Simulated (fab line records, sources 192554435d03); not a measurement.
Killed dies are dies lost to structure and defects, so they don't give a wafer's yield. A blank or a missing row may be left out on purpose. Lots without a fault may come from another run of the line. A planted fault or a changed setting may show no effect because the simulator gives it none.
Tool commonality check | flow n5_finfet | 12 lots, 35 wafers sampled

WHY IT WAS OPENED
At N5_BEOL_M10_OVL_MEAS_12 the reading M10_OVL is flagged on 2 of 12 lots. Wafers without a fault read 0.0 nm, standard deviation 0.74.
Rule: a lot is flagged when every wafer of it that has a number lies more than 4 standard deviations from that mean, or none has a number. The other lots count as sound.

lot  | measured     | on         | M10_OVL (nm), wafer by wafer | flag
L599 | day 10 11:42 | overlay-02 | 0.7 -0.7 0.1                 |
L604 | day 11 16:26 | overlay-02 | 0.0 -0.4 0.0                 |
L606 | day 12 08:58 | overlay-01 | 5.1 6.4 5.8                  | FLAGGED
L607 | day 12 16:26 | overlay-01 | 4.9 5.6 4.5                  | FLAGGED
L610 | day 12 21:13 | overlay-02 | -0.5 -0.6 0.8                |
L611 | day 13 07:07 | overlay-01 | 1.1 -0.5 1.4                 |
L612 | day 13 14:01 | overlay-01 | 0.9 0.2 0.2                  |
L614 | day 13 14:45 | overlay-01 | 0.4 -0.2 0.8                 |
L617 | day 14 20:17 | overlay-01 | 0.0 -0.3 -1.1                |
L616 | day 14 22:53 | overlay-01 | -0.2 0.7 0.8                 |
L619 | day 15 07:13 | overlay-01 | -0.3 0.4 -0.7                |
L621 | day 15 10:50 | overlay-01 | 0.8 -0.2                     |
The numbers of the flagged lots are 5.4 nm on average: +5.4 nm against the usual, or +7 standard deviations.

WHICH TOOL RAN EACH LOT
The record holds 2 process steps before the reading, out of a route of 1938 steps. In each cell: the tool, then ch and the chambers that the sampled wafers went through, then the start.
lot  | flag    | N5_BEOL_M10_HM_DEP_02        | N5_BEOL_M10_EXPOSE_08
L599 |         | pvd_sputter-03, day 10 11:11 | arfi_scanner-01 ch 0, day 10 11:33
L604 |         | pvd_sputter-02, day 11 16:02 | arfi_scanner-01 ch 0, day 11 16:17
L606 | FLAGGED | pvd_sputter-03, day 12 08:34 | arfi_scanner-01 ch 0, day 12 08:49
L607 | FLAGGED | pvd_sputter-02, day 12 15:55 | arfi_scanner-01 ch 0, day 12 16:17
L610 |         | pvd_sputter-03, day 12 20:41 | arfi_scanner-02 ch 0, day 12 21:04
L611 |         | pvd_sputter-03, day 13 06:36 | arfi_scanner-03 ch 0, day 13 06:58
L612 |         | pvd_sputter-01, day 13 13:28 | arfi_scanner-02 ch 0, day 13 13:51
L614 |         | pvd_sputter-01, day 13 14:14 | arfi_scanner-03 ch 0, day 13 14:36
L617 |         | pvd_sputter-03, day 14 19:46 | arfi_scanner-02 ch 0, day 14 20:08
L616 |         | pvd_sputter-03, day 14 22:19 | arfi_scanner-03 ch 0, day 14 22:42
L619 |         | pvd_sputter-03, day 15 06:40 | arfi_scanner-03 ch 0, day 15 07:02
L621 |         | pvd_sputter-02, day 15 10:29 | arfi_scanner-02 ch 0, day 15 10:42
What these steps do:
- N5_BEOL_M10_HM_DEP_02: deposits TiN, target thk 20 nm.
- N5_BEOL_M10_EXPOSE_08: exposes mask M10.
- N5_BEOL_M10_OVL_MEAS_12

FLAGGED OVER TOTAL, TOOL BY TOOL (the gauges that took the reading come last)
step                    | tool            | lots run | flagged | share of the flagged lots | sound lots run after its first flagged lot
N5_BEOL_M10_HM_DEP_02   | pvd_sputter-01  | 2        | 0       | none                      | -
N5_BEOL_M10_HM_DEP_02   | pvd_sputter-02  | 3        | 1       | some                      | 1 (L621)
N5_BEOL_M10_HM_DEP_02   | pvd_sputter-03  | 7        | 1       | some                      | 5 (L610,L611,L617,L616,L619)
N5_BEOL_M10_EXPOSE_08   | arfi_scanner-01 | 4        | 2       | all                       | 0
N5_BEOL_M10_EXPOSE_08   | arfi_scanner-02 | 4        | 0       | none                      | -
N5_BEOL_M10_EXPOSE_08   | arfi_scanner-03 | 4        | 0       | none                      | -
N5_BEOL_M10_OVL_MEAS_12 | overlay-01      | 9        | 2       | all                       | 7 (L611,L612,L614,L617,L616,L619,L621)
N5_BEOL_M10_OVL_MEAS_12 | overlay-02      | 3        | 0       | none                      | -

WHAT THE TABLE ALLOWS
2 rows of the table ran every flagged lot: arfi_scanner-01 at N5_BEOL_M10_EXPOSE_08, overlay-01 at N5_BEOL_M10_OVL_MEAS_12.
- arfi_scanner-01 at N5_BEOL_M10_EXPOSE_08: 2 of its 4 lots flagged. Its last sound lot is L604 (day 11 16:17), its first flagged lot L606 (day 12 08:49): a fault that began between those two fits.
- overlay-01 at N5_BEOL_M10_OVL_MEAS_12: 2 of its 9 lots flagged. Sound lots ran on it after the first flagged one (L611, L612, L614, L617, L616, L619, L621), which a lasting fault on the whole tool wouldn't allow.
One tool is left: arfi_scanner-01 at N5_BEOL_M10_EXPOSE_08.

WHAT THE SIMULATOR HAD PUT IN
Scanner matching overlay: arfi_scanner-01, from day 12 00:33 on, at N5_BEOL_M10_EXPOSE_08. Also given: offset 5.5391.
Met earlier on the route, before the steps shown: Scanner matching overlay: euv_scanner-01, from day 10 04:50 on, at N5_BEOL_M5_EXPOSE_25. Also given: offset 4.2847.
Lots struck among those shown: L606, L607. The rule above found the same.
